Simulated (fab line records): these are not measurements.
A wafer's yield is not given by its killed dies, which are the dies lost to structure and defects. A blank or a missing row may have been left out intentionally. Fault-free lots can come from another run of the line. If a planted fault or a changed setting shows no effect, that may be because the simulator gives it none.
What tool caused it? | flow nand-harc | Sampling: 13 lots, 39 wafers, 5 of 1302 route steps

## WHAT THE GAUGES SHOWED, per wafer
NHARC_END_SORT_01. Usual: killed-at-array 61, standard deviation 24; killed-at-other 1.2, standard deviation 1.3; killed-at-periphery 3.7, standard deviation 2.6; killed-dies 66, standard deviation 23; killed-open 3.3, standard deviation 1.8; killed-short 2.4, standard deviation 1.6.
lot  | measured     | on        | killed-at-array | killed-at-other | killed-at-periphery | killed-dies | killed-open | killed-short | flag
L595 | day 28 21:35 | prober-02 | 581 87 567      | 0 0 1           | 3 2 2               | 584 89 570  | 4 1 4       | 5 1 1        | OFF
L596 | day 29 07:17 | prober-01 | 592 82 95       | 0 0 1           | 3 6 5               | 595 88 101  | 4 6 2       | 3 4 6        | OFF

## TOOL THAT RAN EACH LOT (tool first, then ch and the chambers of the sampled wafers, then the start)
lot  | NHARC_A_SGD_CUT_DEP_00          | NHARC_THIN_TSV_ETCHBACK_48         | NHARC_THIN_TSV_PRE_CLEAN_50             | NHARC_THIN_TSV_PRE_CLEAN_54
L586 | pecvd-01 ch 1,2, day 19 22:19   | rie-diel-09 ch 0,3, day 24 18:22   | pvd-sputter-01, day 24 21:02 or earlier | pvd-sputter-03, day 24 21:02
L587 | pecvd-01 ch 1,2, day 19 22:46   | rie-diel-05 ch 1,2, day 24 12:22   | pvd-sputter-02, day 24 15:00 or earlier | pvd-sputter-01, day 24 15:00
L589 | pecvd-04 ch 0,1,2, day 20 20:26 | rie-diel-07 ch 1,3, day 25 12:22   | pvd-sputter-03, day 25 15:13 or earlier | pvd-sputter-02, day 25 15:13
L590 | pecvd-03 ch 0,1,2, day 20 20:47 | rie-diel-07 ch 0,1,3, day 25 19:09 | pvd-sputter-01, day 25 21:46 or earlier | pvd-sputter-02, day 25 21:46
L595 | pecvd-04 ch 0,1, day 23 19:05   | rie-diel-09 ch 2, day 28 07:02     | pvd-sputter-02, day 28 09:41 or earlier | pvd-sputter-01, day 28 09:41
L596 | pecvd-04 ch 0,1, day 24 02:03   | rie-diel-07 ch 0,3, day 28 17:34   | pvd-sputter-01, day 28 18:14            | pvd-sputter-02, day 28 20:42
L601 | pecvd-04 ch 1,2, day 26 20:07   | rie-diel-09 ch 1,2,3, day 31 15:25 | pvd-sputter-03, day 31 18:17 or earlier | pvd-sputter-03, day 31 18:17
L602 | pecvd-03 ch 0,1,2, day 27 06:14 | rie-diel-05 ch 0,1,2, day 32 04:53 | pvd-sputter-01, day 32 07:31 or earlier | pvd-sputter-02, day 32 07:31
L603 | pecvd-04 ch 0,1,2, day 27 06:28 | rie-diel-07 ch 0,1,2, day 32 05:58 | pvd-sputter-03, day 32 08:35 or earlier | pvd-sputter-03, day 32 08:35
L605 | pecvd-01 ch 1,2, day 27 12:58   | rie-diel-07 ch 0,1,3, day 32 15:20 | pvd-sputter-03, day 32 17:58 or earlier | pvd-sputter-03, day 32 17:58
L607 | pecvd-04 ch 0,1, day 28 03:20   | rie-diel-07 ch 0,2,3, day 32 17:47 | pvd-sputter-02, day 32 20:34 or earlier | pvd-sputter-03, day 32 20:34
L606 | pecvd-04 ch 0,1,2, day 28 06:20 | rie-diel-09 ch 2,3, day 32 16:35   | pvd-sputter-02, day 32 19:11 or earlier | pvd-sputter-03, day 32 19:11
L608 | pecvd-04 ch 0,2, day 28 12:19   | rie-diel-05 ch 0,1,3, day 33 05:08 | pvd-sputter-02, day 33 07:50 or earlier | pvd-sputter-03, day 33 07:50
- NHARC_A_SGD_CUT_DEP_00: deposits SiNx, target thk 50 nm.
- NHARC_THIN_TSV_ETCHBACK_48: etches the open film in C4F8/Ar, target depth 1028.5 nm, time 405.17 s.
- NHARC_THIN_TSV_PRE_CLEAN_50: time 30 s.
- NHARC_THIN_TSV_PRE_CLEAN_54: time 30 s.

## AS READ BY THE TOOLS THEMSELVES (means over the sampled wafers that have a number; for cases with no such wafer, the mark the record gives instead)
NHARC_A_SGD_CUT_DEP_00. Usual: heater-power-w 688 W, standard deviation 79; rf-fwd-power-W 448.1 W, standard deviation 1.5; susceptor-temp-C 400.00 C, standard deviation 0.22.
lot  | tool     | heater-power-w (W) | rf-fwd-power-W (W) | susceptor-temp-C (C) | flag
L586 | pecvd-01 | 699                | 447.5              | 400.02               |
L587 | pecvd-01 | 686                | 449.0              | 400.04               |
L589 | pecvd-04 | 696                | 448.0              | 400.05               |
L590 | pecvd-03 | 657                | 448.8              | 399.87               |
L595 | pecvd-04 | 674                | 448.5              | 399.85               |
L596 | pecvd-04 | 735                | 447.2              | 400.07               |
L601 | pecvd-04 | 660                | 446.7              | 400.03               |
L602 | pecvd-03 | 670                | 448.8              | 399.87               |
L603 | pecvd-04 | 654                | 447.7              | 400.11               |
L605 | pecvd-01 | 651                | 445.8              | 399.91               |
L607 | pecvd-04 | 743                | 450.0              | 399.88               |
L606 | pecvd-04 | 670                | 447.0              | 399.94               |
L608 | pecvd-04 | 694                | 449.9              | 399.89               |

NHARC_THIN_TSV_ETCHBACK_48. Usual: chamber-pressure-mTorr 25.000 mTorr, standard deviation 0.022; oes-product-au 0.94 a.u., standard deviation 0.034; rf-fwd-power-W 598.8 W, standard deviation 1.7; rf-vpp-V 545 V, standard deviation 3.4.
lot  | tool        | chamber-pressure-mTorr (mTorr) | oes-product-au (a.u.) | rf-fwd-power-W (W) | rf-vpp-V (V) | flag
L586 | rie-diel-09 | 24.989                         | 0.93                  | 596.7              | 549          |
L587 | rie-diel-05 | 25.001                         | 0.93                  | 598.9              | 546          |
L589 | rie-diel-07 | 25.009                         | 0.93                  | 598.0              | 544          |
L590 | rie-diel-07 | 25.010                         | 1.00                  | 598.2              | 543          |
L595 | rie-diel-09 | 25.030                         | 0.91                  | 599.5              | 545          |
L596 | rie-diel-07 | 25.002                         | 1.00                  | 598.8              | 542          |
L601 | rie-diel-09 | 25.012                         | 0.92                  | 598.9              | 546          |
L602 | rie-diel-05 | 24.986                         | 0.90                  | 598.9              | 546          |
L603 | rie-diel-07 | 25.006                         | 0.93                  | 598.7              | 545          |
L605 | rie-diel-07 | 25.002                         | 0.95                  | 598.4              | 543          |
L607 | rie-diel-07 | 25.010                         | 0.99                  | 598.7              | 545          |
L606 | rie-diel-09 | 25.006                         | 0.92                  | 600.8              | 549          |
L608 | rie-diel-05 | 24.991                         | 0.96                  | 597.0              | 548          |

NHARC_THIN_TSV_PRE_CLEAN_50. Usual: heater-power-w 423 W, standard deviation 52; susceptor-temp-C 280.02 C, standard deviation 0.19.
lot  | tool           | heater-power-w (W) | susceptor-temp-C (C) | flag
L586 | pvd-sputter-01 | 416                | 280.34               |
L587 | pvd-sputter-02 | 427                | 280.12               |
L589 | pvd-sputter-03 | 386                | 280.12               |
L590 | pvd-sputter-01 | 395                | 280.14               |
L595 | pvd-sputter-02 | 505                | 280.12               |
L596 | pvd-sputter-01 | 361                | 280.04               |
L601 | pvd-sputter-03 | 429                | 279.85               |
L602 | pvd-sputter-01 | 388                | 279.91               |
L603 | pvd-sputter-03 | 394                | 280.13               |
L605 | pvd-sputter-03 | 389                | 279.99               |
L607 | pvd-sputter-02 | 453                | 279.84               |
L606 | pvd-sputter-02 | 494                | 280.06               |
L608 | pvd-sputter-02 | 482                | 279.78               |

NHARC_THIN_TSV_PRE_CLEAN_54. Usual: heater-power-w 417 W, standard deviation 46; susceptor-temp-C 279.97 C, standard deviation 0.17.
lot  | tool           | heater-power-w (W) | susceptor-temp-C (C) | flag
L586 | pvd-sputter-03 | 410                | -                    | OFF
L587 | pvd-sputter-01 | 401                | 279.76               |
L589 | pvd-sputter-02 | 477                | 280.02               |
L590 | pvd-sputter-02 | 426                | 280.11               |
L595 | pvd-sputter-01 | 381                | 279.99               |
L596 | pvd-sputter-02 | 463                | 280.03               |
L601 | pvd-sputter-03 | 382                | 280.01               |
L602 | pvd-sputter-02 | 456                | 279.84               |
L603 | pvd-sputter-03 | 425                | 280.00               |
L605 | pvd-sputter-03 | 423                | 280.02               |
L607 | pvd-sputter-03 | 413                | 279.86               |
L606 | pvd-sputter-03 | 388                | 280.15               |
L608 | pvd-sputter-03 | 382                | 279.91               |

## THE ANSWER, worked out from the rows above alone
Rule: a lot counts as off when the mean over its wafers that have a number is more than 3 standard deviations away from the usual mean. A lot without any number at a reading at which 4 lots or more have one is off too. All remaining lots with rows at the step are treated as sound. Order of review: gauges by route order, followed by the tools' own readings, for which a lot's mean as printed above is used. The first step at which some lot is off is used, and at that step the reading that is off furthest; a lot without a number counts as furthest.
Off at NHARC_END_SORT_01 (killed-dies): L595, L596. Neither off nor sound, because the step has no rows for them: L586, L587, L589, L590, L601, L602, L603, L605, L607, L606, L608.
If a tool, at a process step before that reading, ran all the lots that are off and no sound lot after the first of them, it fits. Those tools and the gauges at NHARC_END_SORT_01 are tried in the same way. With no start given for some of its lots, NHARC_THIN_TSV_PRE_CLEAN_50 uses the hours and lot order of NHARC_THIN_TSV_PRE_CLEAN_54. One fits: pecvd-04 at NHARC_A_SGD_CUT_DEP_00. It ran no sound lot before its first lot that is off in this sample, so the start can't be narrowed down.

## WHAT THE SIMULATOR HAD PUT IN
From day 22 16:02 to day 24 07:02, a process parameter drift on pecvd-04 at NHARC_A_SGD_CUT_DEP_00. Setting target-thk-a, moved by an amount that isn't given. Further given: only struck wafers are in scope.
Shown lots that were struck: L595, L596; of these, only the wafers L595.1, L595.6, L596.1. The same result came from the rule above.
